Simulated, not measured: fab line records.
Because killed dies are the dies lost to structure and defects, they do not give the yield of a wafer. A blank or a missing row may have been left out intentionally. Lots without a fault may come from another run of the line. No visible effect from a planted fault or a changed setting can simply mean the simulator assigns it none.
Which tool was responsible? :: flow n5_finfet :: 36 wafers from 12 lots sampled at 4 of the route's 1938 steps

== WHAT THE GAUGES READ, wafer by wafer ==
N5_SD_ACTIVATION_RS_MEAS_03: the measuring method here is four-point-probe.
lot: L075
measured: day 3 16:11
on: film_metro-02
RS_SD_N (ohm/sq): 22.00 22.04 21.57

lot: L077
measured: day 4 04:37
on: film_metro-02
RS_SD_N (ohm/sq): 21.81 21.66 21.77

lot: L079
measured: day 4 17:49
on: film_metro-01
RS_SD_N (ohm/sq): 22.39 21.99 21.69

lot: L081
measured: day 5 05:10
on: film_metro-01
RS_SD_N (ohm/sq): 21.82 21.73 21.96

lot: L083
measured: day 5 17:52
on: film_metro-01
RS_SD_N (ohm/sq): 21.63 21.45 21.73

lot: L085
measured: day 6 04:59
on: film_metro-02
RS_SD_N (ohm/sq): 22.26 22.20 22.13

lot: L087
measured: day 6 15:29
on: film_metro-01
RS_SD_N (ohm/sq): 22.12 22.02 21.77

lot: L089
measured: day 7 04:16
on: film_metro-02
RS_SD_N (ohm/sq): 22.30 22.45 22.37

lot: L091
measured: day 7 17:17
on: film_metro-02
RS_SD_N (ohm/sq): 22.16 22.22 21.86

lot: L093
measured: day 8 06:50
on: film_metro-02
RS_SD_N (ohm/sq): 22.06 22.25 22.18

lot: L095
measured: day 8 15:07
on: film_metro-02
RS_SD_N (ohm/sq): 21.78 21.84 21.78

lot: L097
measured: day 9 11:22
on: film_metro-02
RS_SD_N (ohm/sq): 21.77 21.86 21.42

== TOOL THAT RAN EACH LOT (tool first, then ch and the chambers of the sampled wafers, then the start) ==
lot: L075
N5_SD_EPI_P_ETCH_37: rie_diel-03 ch 0,2, day 3 12:06
N5_SD_EPI_P_ETCH_16: rie_diel-03 ch 0,2, day 3 12:37
N5_SD_ACTIVATION_LSA_01: laser_anneal-02 ch 0, day 3 15:59

lot: L077
N5_SD_EPI_P_ETCH_37: rie_diel-01 ch 0,1, day 4 00:30
N5_SD_EPI_P_ETCH_16: rie_diel-01 ch 0,1, day 4 01:02
N5_SD_ACTIVATION_LSA_01: laser_anneal-02 ch 0, day 4 04:25

lot: L079
N5_SD_EPI_P_ETCH_37: rie_diel-01 ch 0,1,2, day 4 13:41
N5_SD_EPI_P_ETCH_16: rie_diel-01 ch 0,1,2, day 4 14:13
N5_SD_ACTIVATION_LSA_01: laser_anneal-02 ch 0, day 4 17:37

lot: L081
N5_SD_EPI_P_ETCH_37: rie_diel-03 ch 1,2,3, day 5 01:05
N5_SD_EPI_P_ETCH_16: rie_diel-03 ch 1,2,3, day 5 01:37
N5_SD_ACTIVATION_LSA_01: laser_anneal-02 ch 0, day 5 04:59

lot: L083
N5_SD_EPI_P_ETCH_37: rie_diel-02 ch 1,3, day 5 13:32
N5_SD_EPI_P_ETCH_16: rie_diel-02 ch 1,3, day 5 14:04
N5_SD_ACTIVATION_LSA_01: laser_anneal-02 ch 0, day 5 17:40

lot: L085
N5_SD_EPI_P_ETCH_37: rie_diel-03 ch 1,3, day 6 00:53
N5_SD_EPI_P_ETCH_16: rie_diel-03 ch 1,3, day 6 01:25
N5_SD_ACTIVATION_LSA_01: laser_anneal-02 ch 0, day 6 04:48

lot: L087
N5_SD_EPI_P_ETCH_37: rie_diel-01 ch 1,2, day 6 11:23
N5_SD_EPI_P_ETCH_16: rie_diel-01 ch 1,2, day 6 11:54
N5_SD_ACTIVATION_LSA_01: laser_anneal-02 ch 0, day 6 15:17

lot: L089
N5_SD_EPI_P_ETCH_37: rie_diel-03 ch 0,1, day 7 00:04
N5_SD_EPI_P_ETCH_16: rie_diel-03 ch 0,1, day 7 00:35
N5_SD_ACTIVATION_LSA_01: laser_anneal-02 ch 0, day 7 04:05

lot: L091
N5_SD_EPI_P_ETCH_37: rie_diel-01 ch 0,1,2, day 7 13:07
N5_SD_EPI_P_ETCH_16: rie_diel-01 ch 0,1,2, day 7 13:39
N5_SD_ACTIVATION_LSA_01: laser_anneal-02 ch 0, day 7 17:04

lot: L093
N5_SD_EPI_P_ETCH_37: rie_diel-02 ch 0,2, day 8 01:34
N5_SD_EPI_P_ETCH_16: rie_diel-02 ch 0,2, day 8 02:05
N5_SD_ACTIVATION_LSA_01: laser_anneal-02 ch 0, day 8 06:38

lot: L095
N5_SD_EPI_P_ETCH_37: rie_diel-02 ch 0,1,2, day 8 11:02
N5_SD_EPI_P_ETCH_16: rie_diel-02 ch 0,1,2, day 8 11:34
N5_SD_ACTIVATION_LSA_01: laser_anneal-02 ch 0, day 8 14:55

lot: L097
N5_SD_EPI_P_ETCH_37: rie_diel-02 ch 0,3, day 9 06:16
N5_SD_EPI_P_ETCH_16: rie_diel-02 ch 0,3, day 9 06:48
N5_SD_ACTIVATION_LSA_01: laser_anneal-02 ch 0, day 9 11:11
- N5_SD_EPI_P_ETCH_37: etches SOC in N2/H2, overetch 108 nm, time 486 s.
- N5_SD_EPI_P_ETCH_16: etches SiO2 in CHF3/O2, target depth 5 nm.
- N5_SD_ACTIVATION_LSA_01: time 0.0008 s.

== THE ANSWER, worked out from the rows above alone ==
Rule: usual is defined by the lots themselves. The widest of any qualifying gaps counts: lots, ordered by their means at a reading, are off when they make up no more than a third of the lots, leave a main group of 4 or more, and stand apart from it by 3 or more times the standard deviation of that group's means. A main group is skipped when, at the precision printed for the reading in the tables above, its means are all equal. Also off: a lot with no number at a reading for which 4 or more lots have one. All remaining lots with rows at the step are treated as sound.
None of the lots is off at any reading shown; this tells nothing.

== WHAT THE SIMULATOR HAD PUT IN ==
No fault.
